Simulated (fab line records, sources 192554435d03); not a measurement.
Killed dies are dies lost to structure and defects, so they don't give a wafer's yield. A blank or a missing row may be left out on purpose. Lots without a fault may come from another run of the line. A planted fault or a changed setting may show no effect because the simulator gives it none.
Split-lot experiment | flow n5_finfet | 7 lots, 39 wafers read, on a route of 1938 steps

THE SPLIT
At N5_FIN_SAQP_HM_DEP_03 (deposits SiNx from SiH4/NH3/N2, target thk 38 nm, time 33.6 s), the setting target_thk_a was moved away from the recipe's 380 angstrom on 9 of the 39 wafers read, by -27.4% to +46.1%. The other wafers ran this setting at the recipe's value.

FROM THE SPLIT TO THE READING: what the file shows between them, 4 steps
- N5_FIN_SAQP_THK_MEAS_05
- N5_FIN_SAQP_PECVD_47: deposits a-Si from SiH4/He, target thk 45 nm, time 36.3 s
- N5_FIN_SAQP_PECVD_48: deposits SiNx from SiH4/NH3/N2, target thk 25 nm, time 22.1 s
- N5_FIN_SAQP_MANDREL2_REMOVE_60: chemistry HBr/Cl2/O2, target a-Si, stops on SiNx, bt time 10 s

THE READING
etch.depth_nm (the simulator's own value, which no gauge read), in nm, at N5_FIN_SAQP_HM_OPEN_33 (chemistry CH3F/O2, target SiNx, target depth 49.4 nm, time 70.6 s). The file gives no usual value for it. The 30 wafers here that ran the recipe average 37.59 nm, standard deviation 0.51 nm.

wafer  | tool, chamber at the split | target_thk_a as run, angstrom | against the recipe | etch.depth_nm, nm | against lot-mates on the recipe
L074.1 | pecvd-01, 0                | 380                           | recipe             | 37.12             | -
L074.2 | pecvd-01, 2                | 380                           | recipe             | 37.58             | -
L074.3 | pecvd-01, 1                | 380                           | recipe             | 37.21             | -
L074.4 | pecvd-01, 1                | 380                           | recipe             | 37.71             | -
L074.5 | pecvd-01, 0                | 380                           | recipe             | 37.74             | -
L074.6 | pecvd-01, 2                | 380                           | recipe             | 37.87             | -
L076.1 | pecvd-03, 0                | 483.5                         | +27.2%             | 47.09             | +9.89
L076.2 | pecvd-03, 2                | 380                           | recipe             | 37.18             | -
L076.3 | pecvd-03, 1                | 483.5                         | +27.2%             | 47.22             | +10.02
L076.4 | pecvd-03, 0                | 380                           | recipe             | 37.22             | -
L076.5 | pecvd-03, 1                | 380                           | recipe             | 37.21             | -
L076.6 | pecvd-03, 2                | 483.5                         | +27.2%             | 48.28             | +11.08
L077.1 | pecvd-04, 2                | 380                           | recipe             | 37.79             | -
L077.2 | pecvd-04, 0                | 380                           | recipe             | 38.16             | -
L077.3 | pecvd-04, 1                | 380                           | recipe             | 37.31             | -
L077.4 | pecvd-04, 0                | 380                           | recipe             | 38.05             | -
L077.5 | pecvd-04, 1                | 380                           | recipe             | 38.42             | -
L077.6 | pecvd-04, 2                | 380                           | recipe             | 38.52             | -
L080.1 | pecvd-04, 2                | 555.3                         | +46.1%             | 55.27             | +17.42
L080.2 | pecvd-04, 1                | 555.3                         | +46.1%             | 54.51             | +16.66
L080.3 | pecvd-04, 0                | 380                           | recipe             | 37.52             | -
L080.4 | pecvd-04, 0                | 555.3                         | +46.1%             | 55.81             | +17.96
L080.5 | pecvd-04, 1                | 380                           | recipe             | 37.88             | -
L080.6 | pecvd-04, 2                | 380                           | recipe             | 38.15             | -
L087.1 | pecvd-04, 0                | 380                           | recipe             | 37.48             | -
L087.2 | pecvd-04, 1                | 275.9                         | -27.4%             | 27                | -10.80
L087.3 | pecvd-04, 2                | 380                           | recipe             | 37.54             | -
L087.4 | pecvd-04, 0                | 275.9                         | -27.4%             | 27.67             | -10.13
L087.5 | pecvd-04, 2                | 380                           | recipe             | 38.38             | -
L087.6 | pecvd-04, 1                | 275.9                         | -27.4%             | 27.12             | -10.68
L091.1 | pecvd-03, 2                | 380                           | recipe             | 37.22             | -
L091.2 | pecvd-03, 1                | 380                           | recipe             | 36.63             | -
L091.3 | pecvd-03, 0                | 380                           | recipe             | 36.64             | -
L091.4 | pecvd-03, 1                | 380                           | recipe             | 37.4              | -
L091.5 | pecvd-03, 0                | 380                           | recipe             | 36.84             | -
L091.6 | pecvd-03, 2                | 380                           | recipe             | 37.66             | -
L094.4 | pecvd-04, 2                | 380                           | recipe             | 38.51             | -
L094.5 | pecvd-04, 1                | 380                           | recipe             | 37.28             | -
L094.6 | pecvd-04, 0                | 380                           | recipe             | 37.55             | -

THE FIT
A straight line over all 39 wafers: etch.depth_nm changes by +0.377 nm for each +1% of target_thk_a; r = +1.00; the points scatter about the line by 0.52 nm.
The same after taking each lot's own level away (the mean of its wafers on the recipe; 39 wafers): +0.379 nm for each +1%; r = +1.00; scatter 0.4 nm.
On that fit, the largest move of target_thk_a shifts the reading by 17 nm.
The lots' own levels span 37.065 to 38.042 nm, that is 1.9 times the standard deviation above.
So the lot-to-lot level changes the slope little: the two slopes agree.
Check: with one of the wafers moved furthest among these (+46.1%) left out of the fit, the line predicts +17.5 nm for it against its lot-mates. It came out at +17.4 nm against them.

THE WHOLE CHAIN: every reading that the file lists as answering this split, in the file's order
step                    | what it does                                                      | reading                                                                            | change (the file's fit)               | r (the file's)
N5_FIN_SAQP_HM_DEP_03   | deposits SiNx from SiH4/NH3/N2, target thk 38 nm, time 33.6 s     | SiNx_of_FIN_SAQP_HM_DEP_03.thk_nm (the simulator's own value, which no gauge read) | +0.379 nm for each +1% of the setting | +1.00
N5_FIN_SAQP_THK_MEAS_05 |                                                                   | thk_nm                                                                             | withheld for each +1% of the setting  | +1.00
N5_FIN_SAQP_HM_OPEN_33  | chemistry CH3F/O2, target SiNx, target depth 49.4 nm, time 70.6 s | etch_rf_on_time_s                                                                  | withheld for each +1% of the setting  | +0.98
N5_FIN_SAQP_HM_OPEN_33  | chemistry CH3F/O2, target SiNx, target depth 49.4 nm, time 70.6 s | etch.depth_nm (the simulator's own value, which no gauge read)                     | +0.378 nm for each +1% of the setting | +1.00

THE FILE'S OWN FIT
etch.depth_nm changes by +0.378 nm for each +1% of target_thk_a, r = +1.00.
